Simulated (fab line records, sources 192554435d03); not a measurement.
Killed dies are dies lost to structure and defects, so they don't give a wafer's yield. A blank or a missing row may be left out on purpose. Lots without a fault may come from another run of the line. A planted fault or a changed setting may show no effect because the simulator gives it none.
fab line records | flow n5_finfet | part 2 of 2: steps 5 to 6 of 6
record lots=22 wafers=66 last_day=17
route steps=1938 shown BEOL_M8@1394 BEOL_M9@1403
lots that met no fault: from a run of the same line without faults
start_h: hours from the record's first day to the start of the lot's first wafer shown | wait_h: hours since the lot's step before | " the same as in the row above | L1.1+2: a row that stands for several wafers | - no value, or no start given | * or withheld: withheld | < > ~ a bound
route shown NAME@n: a module of which the file shows steps, and the number in the route of the first | usual: mean/standard deviation of fault-free wafers | same: alike in all rows | chamber/n: place in a boat | sites: the reading at each site | _std_site: their standard deviation | _edge_site: outer sites' mean less inner sites' | radius_mm: how far each site lies from the wafer's centre | mask NAME#n: copy n | behind: the tool/chamber that last shaped the wafer | hold: why the lot was held/for how many hours/how that ended | device: the transistor (n, p or np) that didn't switch | end of line: the same wafers' tests at the end of the route | a step without rows: its recipe alone | killed: dies lost to structure and defects at the first sort, not the wafer's yield | map: a wafer's dies, x killed, . not, _ none there
set.NAME: the setting as run; set.NAME@STEP: as run at that earlier step | model.NAME: the simulator's own value behind a step, which no gauge read
steps of the route over a sample of lots; a table a step, a row a wafer
services: from which hour (start_h, from the record's first day; less than 0 if before it) a tool's chamber was out of use, for how many hours, and why
## steps
# step N5_BEOL_M9_TRENCH_ETCH_37
# recipe chemistry=C4F6/O2 target_depth_a=1514.3 target=SiCOH_lowk time_s=49 ion_energy_ev=250 pressure_mtorr=30 source_w=345 bias_w=185 Ar_flow_sccm=300 C4F6_flow_sccm=10 O2_flow_sccm=10
# usual drypump_motor_current_A=6.0/0.41 mfc_ar_sccm=299.9/0.95 oes_product_au=0.77/0.09 rf_vpp_V=661/20 showerhead_plenum_p_Torr=2.87/0.088 throttle_valve_pct=20.92/0.28
# columns lot.wafer tool chamber start_h wait_h drypump_motor_current_A mfc_ar_sccm oes_product_au rf_hours_counter_h rf_vpp_V showerhead_plenum_p_Torr throttle_valve_pct
L076.1 rie_diel-03 3 - - 6.6 301.2 0.87 43 671 3.02 20.77
L076.3 " 2 " " 6.4 301.5 0.72 175 674 2.83 20.87
L076.5 " 3 " " 6.6 301.3 0.86 - 670 3.02 20.75
L075.1 rie_diel-01 0 - - 5.1 299.4 0.73 191 649 2.95 20.95
L075.3 " 2 " " 5.4 299.6 0.85 81 683 2.86 21.11
L075.5 " 0 " " 5.2 298.9 0.72 - 650 2.95 20.94
L077.1 rie_diel-02 1 - - 5.7 300.9 0.69 211 634 2.73 21.31
L077.3 " 2 " " 6.0 300.5 0.73 197 660 2.95 21.11
L077.6 " 1 " " 5.7 302.5 0.69 - 636 2.73 21.32
L081.2 rie_diel-03 3 - - 6.6 301.6 0.85 52 671 3.01 20.79
L081.3 " 1 " " 5.7 300.3 0.72 189 652 2.81 21.18
L081.5 " 0 " " 6.1 299.3 0.73 - 645 2.93 20.70
L079.1 rie_diel-03 3 - - 6.6 298.8 0.86 53 670 3.01 20.78
L079.3 " 2 " " 6.4 299.3 0.73 185 675 2.83 20.89
L079.6 " 3 " " 6.6 300.9 0.86 - 671 3.01 20.79
L080.1 rie_diel-03 2 - - 6.4 300.6 0.73 185 676 2.83 20.91
L080.3 " 3 " " 6.6 299.4 0.86 53 671 3.01 20.78
L080.5 " 0 " " 6.1 299.3 0.73 - 647 2.93 20.71
L082.1 rie_diel-02 3 - - 5.7 302.0 0.68 235 696 2.79 21.39
L082.2 " 2 " " 6.0 300.4 0.72 204 661 2.94 21.12
L082.3 " 1 " " 5.7 299.3 0.69 218 634 2.73 21.32
L084.2 rie_diel-03 2 - - 6.4 300.4 0.72 191 675 2.82 20.92
L084.3 " 3 " " 6.6 300.4 0.84 60 669 3.01 20.78
L084.5 " 0 " " 6.1 300.3 0.72 - 646 2.93 20.73
L083.2 rie_diel-02 2 - - 6.0 298.8 0.71 207 660 2.94 21.12
L083.4 " 1 " " 5.7 299.8 0.68 220 634 2.72 21.31
L083.5 " 1 " " 5.7 299.9 0.69 - 635 2.72 21.31
L085.3 rie_diel-03 2 - - 6.4 300.1 0.71 192 676 2.82 20.91
L085.4 " 1 " " 5.7 300.1 0.71 197 652 2.81 21.19
L085.6 " 3 " " 6.6 300.6 0.85 - 671 3.01 20.79
L086.1 rie_diel-02 1 - - 5.7 300.4 0.69 222 635 2.72 21.32
L086.3 " 2 " " 6.0 299.6 0.72 209 661 2.94 21.13
L086.4 " 0 " " 5.9 301.5 0.92 17 697 2.88 20.53
L087.1 rie_diel-01 2 - - 5.4 299.6 0.82 106 681 2.85 21.13
L087.3 " 3 " " 6.3 298.7 0.98 3 659 2.78 20.48
L087.6 " 2 " " 5.4 299.5 0.82 - 680 2.85 21.12
L089.4 rie_diel-01 2 - - 5.4 299.6 0.82 108 681 2.85 21.15
L089.5 " 3 " " 6.4 300.3 0.97 - 659 2.78 20.46
L089.6 " 0 " " 5.1 299.4 0.70 - 648 2.94 20.97
L088.1 rie_diel-03 1 - - 5.7 299.3 0.70 203 652 2.80 21.19
L088.3 " 3 " " 6.6 298.3 0.82 68 670 3.00 20.80
L088.5 " 3 " " 6.6 299.5 0.83 - 671 3.00 20.79
L090.1 rie_diel-01 3 - - 6.4 299.8 0.97 7 659 2.78 20.47
L090.2 " 0 " " 5.1 299.3 0.70 219 650 2.94 20.97
L090.5 " 0 " " 5.1 299.6 0.70 - 649 2.94 20.97
L091.2 rie_diel-02 0 - - 5.9 300.1 0.91 25 696 2.87 20.53
L091.3 " 1 " " 5.7 297.9 0.68 230 634 2.72 21.34
L091.4 " 3 " " 5.8 300.5 0.67 248 692 2.79 21.42
L093.2 rie_diel-02 0 - - 6.0 299.8 0.90 34 697 2.87 20.54
L093.4 " 0 " " 5.9 300.4 0.89 - 696 2.87 20.56
L093.5 " 1 " " 5.7 299.2 0.68 - 634 2.72 21.33
L092.2 rie_diel-03 0 - - 6.1 300.5 0.70 206 646 2.92 20.75
L092.5 " 0 " " 6.1 300.2 0.70 - 644 2.92 20.74
L092.6 " 3 " " 6.6 300.9 0.82 - 670 3.00 20.82
L094.1 rie_diel-03 2 - - 6.4 300.5 0.70 211 674 2.81 20.94
L094.4 " 3 " " 6.6 300.2 0.81 81 669 3.00 20.80
L094.6 " 1 " " 5.7 301.3 0.69 - 651 2.80 21.21
L095.1 rie_diel-03 1 - - 5.7 300.2 0.70 216 651 2.80 21.22
L095.3 " 3 " " 6.6 301.3 0.83 82 668 3.00 20.83
L095.4 " 2 " " 6.4 299.1 0.70 211 673 2.81 20.93
L096.1 rie_diel-03 3 - - 6.5 299.7 0.82 83 669 3.00 20.83
L096.3 " 0 " " 6.1 299.8 0.71 210 646 2.92 20.75
L096.4 " 1 " " 5.7 300.4 0.70 217 652 2.80 21.23
L097.2 rie_diel-01 2 - - 5.4 301.0 0.80 121 681 2.84 21.15
L097.5 " 1 " " 5.7 299.7 0.86 - 620 2.77 20.44
L097.6 " 0 " " 5.1 297.6 0.70 - 648 2.93 21.01
# step N5_BEOL_M9_ETCH_41
# recipe chemistry=CH3F/O2 target=SiCN target_depth_a=366 taper_deg=2 time_s=70.1 ion_energy_ev=120 mask_material=TiN pressure_mtorr=30 source_w=395 bias_w=75 Ar_flow_sccm=150 CH3F_flow_sccm=30 O2_flow_sccm=20
# usual drypump_motor_current_A=6.0/0.41 mfc_ar_sccm=150.0/0.45 oes_product_au=0.77/0.091 rf_vpp_V=297.7/1.5 showerhead_plenum_p_Torr=2.02/0.064 throttle_valve_pct=16.35/0.27
# columns lot.wafer tool chamber start_h wait_h drypump_motor_current_A mfc_ar_sccm oes_product_au rf_hours_counter_h rf_vpp_V showerhead_plenum_p_Torr throttle_valve_pct
L076.1 rie_diel-03 3 - - 6.6 150.0 0.87 43 299.0 2.13 16.14
L076.3 " 2 " " 6.4 149.3 0.72 175 297.3 1.99 16.34
L076.5 " 3 " " 6.6 150.6 0.86 - 297.4 2.13 16.16
L075.1 rie_diel-01 0 - - 5.1 150.0 0.73 191 298.4 2.08 16.32
L075.3 " 2 " " 5.4 149.8 0.86 81 297.6 2.01 16.46
L075.5 " 0 " " 5.1 150.2 0.73 - 298.6 2.08 16.32
L077.1 rie_diel-02 1 - - 5.7 150.2 0.69 211 294.8 1.91 16.70
L077.3 " 2 " " 6.0 150.3 0.73 197 297.9 2.08 16.49
L077.6 " 1 " " 5.7 150.8 0.69 - 296.0 1.91 16.70
L081.2 rie_diel-03 3 - - 6.6 149.4 0.85 52 299.0 2.12 16.16
L081.3 " 1 " " 5.7 150.2 0.71 189 297.1 1.98 16.63
L081.5 " 0 " " 6.1 149.6 0.72 - 298.4 2.06 16.17
L079.1 rie_diel-03 3 - - 6.6 150.0 0.86 53 301.2 2.12 16.15
L079.3 " 2 " " 6.4 150.5 0.72 185 297.3 1.99 16.36
L079.6 " 3 " " 6.6 149.4 0.86 - 299.5 2.12 16.17
L080.1 rie_diel-03 2 - - 6.4 150.2 0.72 185 296.9 1.99 16.34
L080.3 " 3 " " 6.6 149.6 0.85 53 300.8 2.12 16.16
L080.5 " 0 " " 6.1 150.4 0.72 - 299.3 2.06 16.18
L082.1 rie_diel-02 3 - - 5.8 149.2 0.69 235 296.5 1.96 16.77
L082.2 " 2 " " 6.0 150.0 0.72 204 298.2 2.07 16.51
L082.3 " 1 " " 5.7 149.6 0.68 218 295.4 1.91 16.72
L084.2 rie_diel-03 2 - - 6.4 149.7 0.72 191 297.5 1.99 16.37
L084.3 " 3 " " 6.5 150.0 0.85 60 300.9 2.12 16.17
L084.5 " 0 " " 6.1 150.3 0.72 - 296.2 2.06 16.20
L083.2 rie_diel-02 2 - - 6.0 150.3 0.72 207 299.8 2.07 16.52
L083.4 " 1 " " 5.7 150.0 0.69 220 294.7 1.91 16.72
L083.5 " 1 " " 5.7 151.0 0.69 - 294.9 1.91 16.73
L085.3 rie_diel-03 2 - - 6.4 149.8 0.71 192 297.9 1.99 16.36
L085.4 " 1 " " 5.7 148.9 0.70 197 297.4 1.98 16.61
L085.6 " 3 " " 6.6 150.0 0.84 - 300.9 2.12 16.18
L086.1 rie_diel-02 1 - - 5.7 150.1 0.69 222 295.4 1.91 16.72
L086.3 " 2 " " 6.0 150.9 0.72 209 299.7 2.07 16.53
L086.4 " 0 " " 6.0 150.6 0.92 17 297.7 2.02 15.92
L087.1 rie_diel-01 2 - - 5.5 149.7 0.82 106 298.0 2.01 16.51
L087.3 " 3 " " 6.4 149.9 1.00 3 296.2 1.95 15.90
L087.6 " 2 " " 5.5 149.1 0.82 - 297.7 2.00 16.51
L089.4 rie_diel-01 2 - - 5.4 150.0 0.81 108 296.4 2.00 16.52
L089.5 " 3 " " 6.4 150.3 0.98 - 296.5 1.95 15.89
L089.6 " 0 " " 5.1 150.2 0.70 - 298.7 2.07 16.37
L088.1 rie_diel-03 1 - - 5.7 150.0 0.70 203 296.1 1.97 16.65
L088.3 " 3 " " 6.6 149.9 0.83 68 300.7 2.12 16.21
L088.5 " 3 " " 6.6 150.1 0.83 - 300.5 2.12 16.20
L090.1 rie_diel-01 3 - - 6.3 150.6 0.98 7 296.3 1.95 15.90
L090.2 " 0 " " 5.1 149.6 0.71 219 298.3 2.07 16.39
L090.5 " 0 " " 5.1 150.2 0.70 - 299.4 2.07 16.39
L091.2 rie_diel-02 0 - - 5.9 150.2 0.92 25 299.0 2.02 15.95
L091.3 " 1 " " 5.7 149.6 0.68 230 294.1 1.91 16.74
L091.4 " 3 " " 5.7 149.9 0.68 248 295.7 1.96 16.81
L093.2 rie_diel-02 0 - - 5.9 149.9 0.89 34 298.5 2.02 15.97
L093.4 " 0 " " 5.9 149.7 0.89 - 297.1 2.02 15.96
L093.5 " 1 " " 5.7 149.3 0.67 - 296.8 1.91 16.75
L092.2 rie_diel-03 0 - - 6.1 150.3 0.71 206 296.7 2.06 16.25
L092.5 " 0 " " 6.1 150.3 0.71 - 299.3 2.06 16.23
L092.6 " 3 " " 6.6 150.6 0.82 - 300.0 2.11 16.21
L094.1 rie_diel-03 2 - - 6.4 149.7 0.70 211 297.0 1.98 16.40
L094.4 " 3 " " 6.6 149.7 0.83 81 300.2 2.11 16.21
L094.6 " 1 " " 5.7 149.9 0.70 - 297.1 1.97 16.66
L095.1 rie_diel-03 1 - - 5.7 150.0 0.70 216 297.4 1.97 16.67
L095.3 " 3 " " 6.6 150.4 0.82 82 298.7 2.11 16.23
L095.4 " 2 " " 6.4 148.9 0.70 211 297.6 1.98 16.42
L096.1 rie_diel-03 3 - - 6.6 149.4 0.82 83 299.6 2.11 16.24
L096.3 " 0 " " 6.1 149.8 0.70 210 298.9 2.05 16.23
L096.4 " 1 " " 5.7 150.2 0.69 217 295.9 1.97 16.66
L097.2 rie_diel-01 2 - - 5.4 149.6 0.80 121 296.7 2.00 16.53
L097.5 " 1 " " 5.6 150.3 0.87 - 296.8 1.95 15.88
L097.6 " 0 " " 5.1 150.3 0.70 - 297.7 2.06 16.42
## services
# columns tool chamber start_h hours kind
rie_diel-01 1 187.49 - clean
rie_diel-01 1 187.49 - consumable_replace:focus_ring
rie_diel-01 1 187.49 23.4 scheduled_down
rie_diel-01 1 187.49 23.4 vent_cycle
rie_diel-03 - 198.08 1.1 repair
rie_diel-03 - 199.54 2.6 repair
rie_diel-02 0 201.57 - clean
rie_diel-02 0 201.57 - consumable_replace:focus_ring
rie_diel-02 0 201.57 21.2 scheduled_down
rie_diel-02 0 201.57 21.2 vent_cycle
rie_diel-01 3 213.02 48.6 repair
rie_diel-03 0 216.61 2.9 repair
rie_diel-01 3 261.78 - clean
rie_diel-01 3 261.78 - consumable_replace:focus_ring
rie_diel-01 3 261.78 18.0 scheduled_down
rie_diel-01 3 261.78 18.0 vent_cycle
rie_diel-03 - 283.25 0.1 repair
rie_diel-03 1 299.40 1.6 repair
rie_diel-02 1 311.81 7.9 repair
rie_diel-02 3 314.33 6.4 repair
rie_diel-02 3 320.94 - clean
rie_diel-02 3 320.94 - consumable_replace:focus_ring
rie_diel-02 3 320.94 25.9 scheduled_down
rie_diel-02 3 320.94 25.9 vent_cycle
